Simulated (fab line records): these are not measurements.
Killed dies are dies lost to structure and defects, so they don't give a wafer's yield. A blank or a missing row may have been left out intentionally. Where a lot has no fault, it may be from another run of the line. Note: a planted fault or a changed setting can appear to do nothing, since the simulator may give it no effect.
Split-lot experiment || flow n5Finfet || 7 lots, 21 wafers read, on a route of 1938 steps

## THE SPLIT
At N5_SD_EPI_N_PEB_07 (peb time 60 s), the setting pebTimeS was moved away from the recipe's 60 s on 7 of the 21 wafers read, by -20.4% to +22.4%. All remaining wafers had this setting at the recipe value.

## BETWEEN THE SPLIT AND THE READING: the file shows 1 step in between
- N5_SD_EPI_N_DEVELOP_08: develop time 30 s

## THE READING
cdNm (nm) at N5_SD_EPI_N_CD_MEAS_09, where the cd target is 120 nm. On this fab line, fault-free wafers typically give 119.9 nm with a standard deviation of 0.74 nm.

{"wafer": "L075.1", "tool, chamber at the split": "lithoTrack-05, 0", "pebTimeS as run, s": 47.77, "against the recipe": "-20.4%", "cdNm, nm": 111.9, "against lot-mates on the recipe": -6.6}
{"wafer": "L075.3", "tool, chamber at the split": "lithoTrack-05, 0", "pebTimeS as run, s": 60, "against the recipe": "recipe", "cdNm, nm": 118.5, "against lot-mates on the recipe": "-"}
{"wafer": "L075.4", "tool, chamber at the split": "lithoTrack-05, 0", "pebTimeS as run, s": 47.77, "against the recipe": "-20.4%", "cdNm, nm": 111.3, "against lot-mates on the recipe": -7.2}
{"wafer": "L083.1", "tool, chamber at the split": "lithoTrack-04, 0", "pebTimeS as run, s": 73.47, "against the recipe": "+22.4%", "cdNm, nm": 125.4, "against lot-mates on the recipe": "+6.8"}
{"wafer": "L083.2", "tool, chamber at the split": "lithoTrack-04, 0", "pebTimeS as run, s": 60, "against the recipe": "recipe", "cdNm, nm": 118.4, "against lot-mates on the recipe": "-"}
{"wafer": "L083.6", "tool, chamber at the split": "lithoTrack-04, 0", "pebTimeS as run, s": 60, "against the recipe": "recipe", "cdNm, nm": 118.9, "against lot-mates on the recipe": "-"}
{"wafer": "L084.3", "tool, chamber at the split": "lithoTrack-05, 0", "pebTimeS as run, s": 60, "against the recipe": "recipe", "cdNm, nm": 119.9, "against lot-mates on the recipe": "-"}
{"wafer": "L084.4", "tool, chamber at the split": "lithoTrack-05, 0", "pebTimeS as run, s": 60, "against the recipe": "recipe", "cdNm, nm": 119.6, "against lot-mates on the recipe": "-"}
{"wafer": "L084.6", "tool, chamber at the split": "lithoTrack-05, 0", "pebTimeS as run, s": 60, "against the recipe": "recipe", "cdNm, nm": 121.5, "against lot-mates on the recipe": "-"}
{"wafer": "L089.1", "tool, chamber at the split": "lithoTrack-05, 0", "pebTimeS as run, s": 60, "against the recipe": "recipe", "cdNm, nm": 121.8, "against lot-mates on the recipe": "-"}
{"wafer": "L089.2", "tool, chamber at the split": "lithoTrack-05, 0", "pebTimeS as run, s": 60, "against the recipe": "recipe", "cdNm, nm": 120.7, "against lot-mates on the recipe": "-"}
{"wafer": "L089.4", "tool, chamber at the split": "lithoTrack-05, 0", "pebTimeS as run, s": 60, "against the recipe": "recipe", "cdNm, nm": 120.8, "against lot-mates on the recipe": "-"}
{"wafer": "L091.4", "tool, chamber at the split": "lithoTrack-04, 0", "pebTimeS as run, s": 53.34, "against the recipe": "-11.1%", "cdNm, nm": 115.6, "against lot-mates on the recipe": -4.3}
{"wafer": "L091.5", "tool, chamber at the split": "lithoTrack-04, 0", "pebTimeS as run, s": 60, "against the recipe": "recipe", "cdNm, nm": 119.9, "against lot-mates on the recipe": "-"}
{"wafer": "L091.6", "tool, chamber at the split": "lithoTrack-04, 0", "pebTimeS as run, s": 53.34, "against the recipe": "-11.1%", "cdNm, nm": 115.1, "against lot-mates on the recipe": -4.8}
{"wafer": "L095.3", "tool, chamber at the split": "lithoTrack-04, 0", "pebTimeS as run, s": 60, "against the recipe": "recipe", "cdNm, nm": 119.8, "against lot-mates on the recipe": "-"}
{"wafer": "L095.4", "tool, chamber at the split": "lithoTrack-04, 0", "pebTimeS as run, s": 60, "against the recipe": "recipe", "cdNm, nm": 119.6, "against lot-mates on the recipe": "-"}
{"wafer": "L095.5", "tool, chamber at the split": "lithoTrack-04, 0", "pebTimeS as run, s": 51.95, "against the recipe": "-13.4%", "cdNm, nm": 114.3, "against lot-mates on the recipe": -5.4}
{"wafer": "L097.2", "tool, chamber at the split": "lithoTrack-01, 0", "pebTimeS as run, s": 70.19, "against the recipe": "+17.0%", "cdNm, nm": 126.3, "against lot-mates on the recipe": "+5.4"}
{"wafer": "L097.4", "tool, chamber at the split": "lithoTrack-01, 0", "pebTimeS as run, s": 60, "against the recipe": "recipe", "cdNm, nm": 120.3, "against lot-mates on the recipe": "-"}
{"wafer": "L097.5", "tool, chamber at the split": "lithoTrack-01, 0", "pebTimeS as run, s": 60, "against the recipe": "recipe", "cdNm, nm": 121.6, "against lot-mates on the recipe": "-"}

FIT RESULTS
A straight line over all 21 wafers: cdNm changes by +0.361 nm for each +1% of pebTimeS; r = +0.95; the points scatter about the line by 1.2 nm.
The same after taking each lot's own level away (the mean of its wafers on the recipe; 21 wafers): +0.337 nm for each +1%; r = +0.99; scatter 0.58 nm.
On that fit, the largest move of pebTimeS shifts the reading by 7.6 nm.
From 118.50 to 121.10 nm: that is the span of the lots' own levels, equal to 3.5 times the standard deviation above.
The two slopes agree, so the slope changes little with the lot-to-lot level.
Check: with one of the wafers moved furthest among these (+22.4%) left out of the fit, the line predicts +7.72 nm for it against its lot-mates. It came out at +6.75 nm against them.

## THE WHOLE CHAIN: every reading that the file lists as answering this split, in the file's order
{"step": "N5_SD_EPI_N_CD_MEAS_09", "what it does": "target cd 120 nm", "reading": "cdNm", "change (the file's fit)": "+0.333 nm for each +1% of the setting", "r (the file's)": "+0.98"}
{"step": "N5_SD_EPI_N_DESCUM_14", "what it does": "chemistry O2, time 7.9 s", "reading": "SD_EPI_N.cdNm (the simulator's own value, which no gauge read)", "change (the file's fit)": "+0.336 nm for each +1% of the setting", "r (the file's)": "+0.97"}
{"step": "N5_SD_EPI_N_ETCH_34", "what it does": "etches SiARC in CF4, target depth 45.5 nm, time 75.8 s", "reading": "SD_EPI_N.cdNm (the simulator's own value, which no gauge read)", "change (the file's fit)": "+0.331 nm for each +1% of the setting", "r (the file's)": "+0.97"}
{"step": "N5_SD_EPI_N_ETCH_35", "what it does": "etches SOC in N2/H2, overetch 108 nm, time 486 s", "reading": "SD_EPI_N.cdNm (the simulator's own value, which no gauge read)", "change (the file's fit)": "+0.35 nm for each +1% of the setting", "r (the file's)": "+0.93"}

## FILE'S OWN FIT
cdNm changes by +0.333 nm for each +1% of pebTimeS, r = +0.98.
